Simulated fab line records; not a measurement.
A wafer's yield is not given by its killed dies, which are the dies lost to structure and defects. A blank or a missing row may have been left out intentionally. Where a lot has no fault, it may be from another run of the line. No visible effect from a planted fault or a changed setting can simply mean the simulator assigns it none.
fab line records	flow n5Finfet
record: lots: 6	wafers: 17	lastDay: 17
route steps=1938 shown BEOL_M11@1582 PASSIVATION@1936
lots untouched by any fault: they come from a run of this same line in which no faults occurred
startH: hours from the record's opening day to when the first of the lot's shown wafers began	waitH: how many hours have passed since the lot's step before this one	" unchanged from the row above	L1.1+2: one row covering several wafers at once	- either no value or no given start	* or withheld: withheld	< > ~ a bound
route shown NAME@n: names a module that has steps shown in the file, with the first one's number in the route	usual: mean/standard deviation of fault-free wafers	same: alike in all rows	chamber/n: place in a boat	sites: readings site by site	_std_site: the values' standard deviation	_edge_site: the outer-site mean with the inner-site mean subtracted	radiusMm: for every site, how far away it sits from the centre of the wafer	mask NAME#n: copy n	behind: the tool/chamber that last shaped the wafer	hold: why the lot was held/for how many hours/how that ended	device: names the non-switching transistor (n, p or np)	end of line: at the end of the route, the tests of the same wafers	a step without rows: its recipe alone	killed: the dies lost at the first sort to structure and to defects; this is not the yield of the wafer	map: dies across one wafer; x = killed, . = not, _ = none there
set.NAME: the run value of the setting; set.NAME@STEP: its run value at that earlier step	model.NAME: the simulator's own value behind a step, which no gauge read
lots at selected steps of the route; one table per step, one row per wafer
services: from which hour (startH, from the record's first day; less than 0 if before it) a tool's chamber was out of use, for how many hours, and why
== steps ==
step: N5_BEOL_M11_HM_STRIP_39
recipe: chemistry: peroxideTinStrip	material: TiN	targetDepthA: 250	tempC: 50	timeS: 158
step: N5_BEOL_M11_SRD_40
recipe: timeS: 30	tempC: 23	rinseLiquid: diw	dry: ipaMarangoni
step: N5_BEOL_M11_PRECLEAN_42
recipe: chemistry: residueRemover	timeS: 60	tempC: 40
step: N5_BEOL_M11_SRD_43
recipe: timeS: 30	tempC: 23	rinseLiquid: diw	dry: ipaMarangoni
step: N5_BEOL_M11_CD_MEAS_35
recipe: targetCdNm: 70	polarity: opening
usual: cdNm: 70.3/0.57
lot.wafer	tool	chamber	startH	waitH	cdNm
L612.1	cdSem-03	-	271.58	0.0	69.3
L612.2	"	-	"	"	69.4
L612.3	"	-	"	"	70.4
L610.3	cdSem-02	-	284.47	0.0	70.4
L610.5	"	-	"	"	69.2
L610.6	"	-	"	"	69.5
L615.2	cdSem-01	-	295.68	0.0	70.4
L615.3	"	-	"	"	70.6
L621.1	cdSem-02	-	329.04	0.0	70.3
L621.4	"	-	"	"	69.2
L621.5	"	-	"	"	69.7
L622.1	cdSem-01	-	339.67	0.0	70.1
L622.5	"	-	"	"	70.9
L622.6	"	-	"	"	70.8
L625.1	cdSem-02	-	358.22	0.0	70.4
L625.5	"	-	"	"	70.5
L625.6	"	-	"	"	70.4
step: N5_BEOL_M11_CURE_72
recipe: tempC: 370	timeS: 120	ambient: DMADMS/He	material: SiCOH_lowk
usual: lampPowerPct: 52.31/0.055	wafer_temp_C_max: 371.6/0.44
lot.wafer	tool	chamber	startH	waitH	lampPowerPct	wafer_temp_C_max
L612.1	uvCure-02	2	271.73	0.2	52.30	371.3
L612.2	"	2	"	"	52.28	371.6
L612.3	"	2	"	"	52.33	372.0
L610.3	uvCure-01	2	284.61	0.1	52.33	371.4
L610.5	"	2	"	"	52.19	370.8
L610.6	"	2	"	"	52.26	371.6
L615.2	uvCure-03	1	295.82	0.1	52.27	371.8
L615.3	"	1	"	"	52.34	371.7
L621.1	uvCure-03	1	329.08	0.0	52.34	371.4
L621.4	"	1	"	"	52.32	371.3
L621.5	"	1	"	"	52.35	371.2
L622.1	uvCure-01	1	339.71	0.0	52.29	371.7
L622.5	"	1	"	"	52.33	372.1
L622.6	"	1	"	"	52.24	371.8
L625.1	uvCure-01	2	358.27	0.0	52.32	371.6
L625.5	"	2	"	"	52.35	371.3
L625.6	"	2	"	"	52.33	371.7
step: N5_BEOL_M11_DEGAS_44
recipe: ambient: vacuum	tempC: 250	timeS: 60
usual: heaterPowerW: 332/26
lot.wafer	tool	chamber	startH	waitH	heaterPowerW
L612.1	pvdSputter-03	-	272.25	0.5	312
L612.2	"	-	"	"	347
L612.3	"	-	"	"	406
L610.3	pvdSputter-03	-	284.83	0.2	342
L610.5	"	-	"	"	388
L610.6	"	-	"	"	328
L615.2	pvdSputter-01	-	296.61	0.7	334
L615.3	"	-	"	"	346
L621.1	pvdSputter-03	-	330.34	1.2	340
L621.4	"	-	"	"	352
L621.5	"	-	"	"	387
L622.1	pvdSputter-03	-	340.32	0.6	391
L622.5	"	-	"	"	401
L622.6	"	-	"	"	327
L625.1	pvdSputter-02	-	358.87	0.6	308
L625.5	"	-	"	"	309
L625.6	"	-	"	"	346
step: N5_BEOL_M11_PRE_CLEAN_45
recipe: gas: H2/He	timeS: 30	tempC: 250
usual: heaterPowerW: 332/25
lot.wafer	tool	chamber	startH	waitH	heaterPowerW
L612.1	pvdSputter-03	-	272.29	0.0	324
L612.2	"	-	"	"	351
L612.3	"	-	"	"	394
L610.3	pvdSputter-03	-	284.87	0.0	337
L610.5	"	-	"	"	396
L610.6	"	-	"	"	325
L615.2	pvdSputter-01	-	296.65	0.0	328
L615.3	"	-	"	"	342
L621.1	pvdSputter-03	-	330.38	0.0	351
L621.4	"	-	"	"	341
L621.5	"	-	"	"	397
L622.1	pvdSputter-03	-	340.36	0.0	389
L622.5	"	-	"	"	408
L622.6	"	-	"	"	323
L625.1	pvdSputter-02	-	358.91	0.0	311
L625.5	"	-	"	"	299
L625.6	"	-	"	"	355
step: N5_BEOL_M11_ALD_74
recipe: material: TaN	targetThkA: 20	tempC: 275	aldPrecursorFamily: PDMAT	aldCoReactant: NH3	pressureTorr: 3	carrierFlowSccm: 1500	pulseTimeS: 2	purgeTimeS: 3	coReactantPurgeTimeS: 2	coReactantPulseTimeS: 3	aldCycles: 40	precursorVesselTempC: 75	precursorVesselPressureTorr: 26.25	precursorVesselCarrierSccm: 1000
usual: heaterPowerW: 415/35	mfcCarrierSccm: 1499/4.4
same: aldCycles: 40
lot.wafer	tool	chamber	startH	waitH	heaterPowerW	mfcCarrierSccm
L612.1	aldMetal-02	2	272.35	0.0	380	1494
L612.2	"	3	"	"	423	1504
L612.3	"	1	"	"	424	1502
L610.3	aldMetal-02	1	284.93	0.0	433	1493
L610.5	"	3	"	"	419	1498
L610.6	"	0	"	"	379	1497
L615.2	aldMetal-01	1	296.76	0.1	435	1504
L615.3	"	3	"	"	392	1498
L621.1	aldMetal-01	3	330.44	0.0	393	1504
L621.4	"	1	"	"	440	1492
L621.5	"	3	"	"	397	1501
L622.1	aldMetal-02	2	340.43	0.0	379	1496
L622.5	"	1	"	"	432	1505
L622.6	"	2	"	"	377	1490
L625.1	aldMetal-03	1	358.98	0.0	350	1497
L625.5	"	1	"	"	356	1501
L625.6	"	2	"	"	475	1500
step: N5_BEOL_M11_SURFACE_TREAT_76
recipe: gas: Ar	timeS: *	ionEnergyEv: *	ionCurrentMaCm2: 0.5	pressureMtorr: *	arFlowSccm: 30
step: N5_BEOL_M11_CVD_75
recipe: material: Co	targetThkA: 20	tempC: withheld	precursor: CCTBA/H2	pressureTorr: 30	timeS: 138.9
step: N5_BEOL_M11_SPUTTER_48
recipe: material: Cu	targetThkA: 120	tempC: -20	biasV: 60	powerW: 26000	chamberPressurePa: 0.13	timeS: 2
usual: throttleValvePct: 29.6/1.1
lot.wafer	tool	chamber	startH	waitH	throttleValvePct
L612.1	pvdSputter-01	-	274.75	0.1	28.0
L612.2	"	-	"	"	29.0
L612.3	"	-	"	"	30.5
L610.3	pvdSputter-02	-	285.46	0.1	30.1
L610.5	"	-	"	"	31.2
L610.6	"	-	"	"	29.3
L615.2	pvdSputter-02	-	297.63	0.2	30.1
L615.3	"	-	"	"	29.5
L621.1	pvdSputter-01	-	330.92	0.1	30.7
L621.4	"	-	"	"	27.5
L621.5	"	-	"	"	29.1
L622.1	pvdSputter-02	-	341.30	0.4	29.3
L622.5	"	-	"	"	30.2
L622.6	"	-	"	"	30.4
L625.1	pvdSputter-02	-	359.44	0.1	29.3
L625.5	"	-	"	"	30.2
L625.6	"	-	"	"	31.0
step: N5_BEOL_M11_ECD_50
recipe: material: Cu	targetThkA: 3180
lot.wafer	tool	chamber	startH	waitH	model.Cu_of_BEOL_M11_ECD_50.thkNm
L612.1	ecdCu-01	1	274.87	0.1	314.6
L612.2	"	0	"	"	313.8
L612.3	"	1	"	"	315
L610.3	ecdCu-02	0	285.60	0.1	236.6
L610.5	"	0	"	"	236.4
L610.6	"	1	"	"	309
L615.2	ecdCu-02	0	297.75	0.1	317.6
L615.3	"	0	"	"	245.4
L621.1	ecdCu-01	0	331.04	0.1	319
L621.4	"	0	"	"	319.8
L621.5	"	1	"	"	319.6
L622.1	ecdCu-01	1	341.42	0.1	317.8
L622.5	"	1	"	"	322.6
L622.6	"	0	"	"	323.4
L625.1	ecdCu-02	0	359.56	0.1	311.8
L625.5	"	0	"	"	318.2
L625.6	"	1	"	"	315.4
step: N5_BEOL_M11_ANNEAL_51
recipe: tempC: 225	timeS: 90	ambient: N2
step: N5_BEOL_M11_CMP_52
recipe: stopOn: SiCOH_lowk	tOverpolishS: 7	downForcePsi: 1	platenRpm: 50	clearingPlatenDownForcePsi: 1.5	clearingPlatenRpm: 50	postCmpClean: cuAlkaline	targetThkNm: 140	clearingPlatenPadVelocityMS: 0.99484	padVelocityMS: 0.99484
usual: motorCurrentA: 5.8/0.69	slurryFilterDpKPa: 13.50/0.14	timeToEndpointS: 67/3.8
lot.wafer	tool	chamber	startH	waitH	motorCurrentA	slurryFilterDpKPa	timeToEndpointS
L612.3	cmp-03	0	275.28	0.2	6.5	13.15	65
L612.1	"	2	"	"	7.1	13.52	62
L612.2	"	3	"	"	4.8	13.48	63
L610.3	cmp-03	2	286.02	0.2	7.2	13.38	45
L610.5	"	1	"	"	5.2	13.52	52
L610.6	"	2	"	"	7.3	13.28	61
L615.2	cmp-01	3	298.30	0.2	6.5	13.52	66
L615.3	"	1	"	"	5.7	13.41	46
L621.4	cmp-03	1	331.53	0.2	5.6	13.58	68
L621.1	"	2	"	"	7.3	13.43	62
L621.5	"	1	"	"	5.2	13.80	69
L622.1	cmp-02	2	342.30	0.6	5.6	13.54	67
L622.6	"	3	"	"	5.5	13.50	69
L622.5	"	0	"	"	6.0	13.53	73
L625.1	cmp-01	2	361.39	0.3	6.8	13.57	59
L625.5	"	2	"	"	6.5	13.61	65
L625.6	"	3	"	"	6.2	13.12	65
step: N5_BEOL_M11_THK_MEAS_53
recipe: thkMeasGauge: xrf	reads: Cu_of_BEOL_M11_ECD_50
usual: M11_THK: 141.8/2.7
lot.wafer	tool	chamber	startH	waitH	M11_THK[nm]
L612.1	filmMetro-01	-	275.58	-	140.1
L612.2	"	-	"	"	139.7
L612.3	"	-	"	"	141.9
L610.3	filmMetro-01	-	286.28	-	143.1
L610.5	"	-	"	"	144.3
L610.6	"	-	"	"	142.5
L615.2	filmMetro-02	-	298.56	-	141.4
L615.3	"	-	"	"	138.4
L621.1	filmMetro-02	-	331.79	-	140.0
L621.4	"	-	"	"	142.8
L621.5	"	-	"	"	139.5
L622.1	filmMetro-01	-	342.48	-	145.2
L622.5	"	-	"	"	141.5
L622.6	"	-	"	"	145.9
L625.1	filmMetro-01	-	361.68	-	145.1
L625.5	"	-	"	"	141.0
L625.6	"	-	"	"	142.0
step: N5_PASSIVATION_PROBE_49
usual: defectLimitedYield: 91.0/1.5	killed_at_M0_to_M3: 34/9.1	killed_at_M4_up: 14/5.7	killedAtContacts: 13/5.7	killedAtFrontEnd: 42/12	killedAtOther: 4/3.4	killedDies: 106/17	killedOnRim: 14/4.3	killedOpen: 70/13	killedShort: 34/7.5	sort_bin_5_function: 5.2/0.94	sort_bin_6_memory: 3.4/0.69	sort_bin_8_speed: 0.00/0.029	sortNPass: 1074/17	sortYieldPct: 91.0/1.5
same: grossDies: 1180	killedAtBackSide: 0	sort_bin_4_leakage[%]: 0
lot.wafer	tool	chamber	startH	waitH	defectLimitedYield[%]	killed_at_M0_to_M3	killed_at_M4_up	killedAtContacts	killedAtFrontEnd	killedAtOther	killedDies	killedOnRim	killedOpen	killedShort	sort_bin_5_function[%]	sort_bin_6_memory[%]	sort_bin_8_speed[%]	sortNPass	sortYieldPct[%]
L612.1	prober-02	-	314.37	0.0	91.8	39	16	7	34	1	97	14	60	34	4.2	3.5	0	1083	91.8
L612.2	prober-02	-	314.42	0.1	90.7	34	26	16	34	0	110	18	79	31	6.4	2.6	0	1070	90.7
L612.3	prober-02	-	314.47	0.1	90.8	23	15	11	58	2	109	10	76	32	6.0	2.9	0	1071	90.8
L610.3	prober-01	-	322.99	0.1	91.6	25	14	15	41	4	99	9	65	33	4.8	3.2	0	1081	91.6
L610.5	prober-01	-	323.09	0.2	90.5	46	12	16	32	6	112	18	74	36	6.1	3.1	0	1068	90.5
L610.6	prober-01	-	323.14	0.3	91.0	33	11	12	46	4	106	9	62	41	4.8	4.0	0	1074	91.0
L615.2	prober-01	-	333.86	0.1	93.1	24	7	12	33	6	82	12	50	31	3.8	3.0	0	1098	93.1
L621.1	prober-01	-	368.38	0.0	90.1	29	5	18	62	3	117	16	72	44	5.7	4.0	0	1063	90.1
L621.4	prober-01	-	368.53	0.2	89.0	43	17	16	52	2	130	23	78	44	6.4	3.5	0	1050	89.0
L621.5	prober-01	-	368.58	0.2	92.4	27	13	9	36	5	90	8	56	33	4.5	2.6	0	1090	92.4
killed by level:class
L612.1 BEOL_M0_SAQP:geometricParticle:short=9 BEOL_M3:geometricParticle:open=8 BEOL_M1:geometricParticle:open=7 FIN_SAQP:geometricParticle:open=6 MOL_CONTACT_COAG:geometricParticle:open=6 GATE_CUT:geometricParticle:open=5 BEOL_M4:geometricParticle:open=5 BEOL_M2:geometricParticle:short=5
L612.2 BEOL_M4:geometricParticle:open=16 MOL_CONTACT_COAG:geometricParticle:open=14 BEOL_M0_SAQP:geometricParticle:short=10 FIN_SAQP:geometricParticle:open=7 BEOL_M1:geometricParticle:open=7 STI_FIN_REVEAL:geometricParticle:open=6 DUMMY_GATE:geometricParticle:open=6 FIN_SAQP:geometricParticle:short=5
L612.3 FIN_SAQP:geometricParticle:open=21 BEOL_M4:geometricParticle:open=10 MOL_CONTACT_COAG:geometricParticle:open=9 FIN_SAQP:geometricParticle:short=7 DUMMY_GATE:geometricParticle:open=6 BEOL_M0_SAQP:geometricParticle:short=6 GATE_CUT:geometricParticle:short=5 BEOL_M0_SAQP:geometricParticle:open=5
L610.3 MOL_CONTACT_COAG:geometricParticle:open=12 BEOL_M2:geometricParticle:open=11 STI_FIN_REVEAL:geometricParticle:open=9 BEOL_M4:geometricParticle:open=8 GATE_CUT:geometricParticle:short=7 BEOL_M1:geometricParticle:open=6 FIN_SAQP:geometricParticle:open=5 GATE_CUT:geometricParticle:open=5
L610.5 MOL_CONTACT_COAG:geometricParticle:open=13 BEOL_M2:geometricParticle:open=12 BEOL_M1:geometricParticle:open=11 BEOL_M0_SAQP:geometricParticle:short=10 BEOL_M4:geometricParticle:open=9 STI_FIN_REVEAL:geometricParticle:open=6 GATE_CUT:geometricParticle:short=5 BEOL_M0_SAQP:geometricParticle:open=4
L610.6 BEOL_M2:geometricParticle:open=12 STI_FIN_REVEAL:geometricParticle:open=9 MOL_CONTACT_COAG:geometricParticle:open=9 GATE_CUT:geometricParticle:short=8 FIN_SAQP:geometricParticle:open=7 BEOL_M4:geometricParticle:open=6 BEOL_M1:geometricParticle:short=6 STARTING-WAFER:geometricParticle:short=6
L615.2 FIN_SAQP:geometricParticle:open=10 FIN_SAQP:geometricParticle:short=10 MOL_CONTACT_COAG:geometricParticle:open=10 BEOL_M1:geometricParticle:open=8 BEOL_M0_SAQP:geometricParticle:open=6 BEOL_M0_SAQP:geometricParticle:short=6 GATE_CUT:geometricParticle:short=4 BEOL_M4:geometricParticle:open=3
L621.1 STI_FIN_REVEAL:geometricParticle:open=14 MOL_CONTACT_COAG:geometricParticle:open=12 FIN_SAQP:geometricParticle:short=7 BEOL_M0_SAQP:geometricParticle:short=7 GATE_CUT:geometricParticle:short=6 MOL_CONTACT_COAG:geometricParticle:short=6 BEOL_M0_SAQP:geometricParticle:open=5 BEOL_M3:geometricParticle:open=5
L621.4 MOL_CONTACT_COAG:geometricParticle:open=13 BEOL_M3:geometricParticle:open=11 BEOL_M0_SAQP:geometricParticle:open=10 FIN_SAQP:geometricParticle:short=9 STI_FIN_REVEAL:geometricParticle:open=7 GATE_CUT:geometricParticle:short=6 BEOL_M0_SAQP:geometricParticle:short=6 HKMG_FIN:areaEtch=6
L621.5 FIN_SAQP:geometricParticle:open=8 BEOL_M0_SAQP:geometricParticle:short=8 GATE_CUT:geometricParticle:short=7 MOL_CONTACT_COAG:geometricParticle:open=6 BEOL_M0_SAQP:geometricParticle:open=5 STI_FIN_REVEAL:geometricParticle:open=4 BEOL_M5:geometricParticle:open=4 DUMMY_GATE:geometricParticle:open=3
== services ==
tool	chamber	startH	hours	kind
uvCure-02	-	251.35	1.0	pm
ecdCu-01	-	252.78	7.3	pm
cmp-01	-	255.04	5.6	pm
cmp-01	-	262.95	15.5	pm
uvCure-01	-	265.35	7.5	pm
uvCure-01	-	272.90	7.5	pm
aldMetal-02	2	281.18	43.6	repair
cmp-02	-	282.73	4.0	pm
uvCure-02	-	293.86	0.9	repair
cmp-03	-	298.82	4.0	pm
cmp-02	-	302.66	5.8	pm
aldMetal-03	-	303.68	6.0	pm
ecdCu-01	-	304.44	2.8	repair
uvCure-03	-	307.51	2.1	pm
cmp-01	-	312.11	2.6	repair
aldMetal-01	-	320.16	0.7	repair
uvCure-03	-	321.35	2.0	repair
cmp-02	-	325.38	5.3	pm
aldMetal-01	-	337.25	14.0	pm
cmp-01	-	339.85	10.6	repair
pvdSputter-03	-	341.47	6.6	repair
cmp-03	-	341.90	4.8	pm
cmp-03	-	353.14	18.4	pm
ecdCu-02	-	360.66	5.8	repair
== key ==
firstSign: step: N5_BEOL_M11_CMP_52	reading: timeToEndpointS	direction: down	sigmas: 5	usual: *	struck: *
effect none on later readings
modelEffect: step: N5_BEOL_M11_ECD_50	value: Cu_of_BEOL_M11_ECD_50.thkNm	without: 316.9	struck: 239.5
metAt N5_BEOL_M11_ECD_50
struckWafers L610.3,L610.5,L615.3
fault: kind: processParameterDrift	tool: ecdCu-02	chamber: -	onsetH: 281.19	steps: N5_BEOL_M11_ECD_50	channel: targetThkA	offset: *	shape: step	endH: 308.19	scope: struckWafersOnly	actsIn: *	stated: *
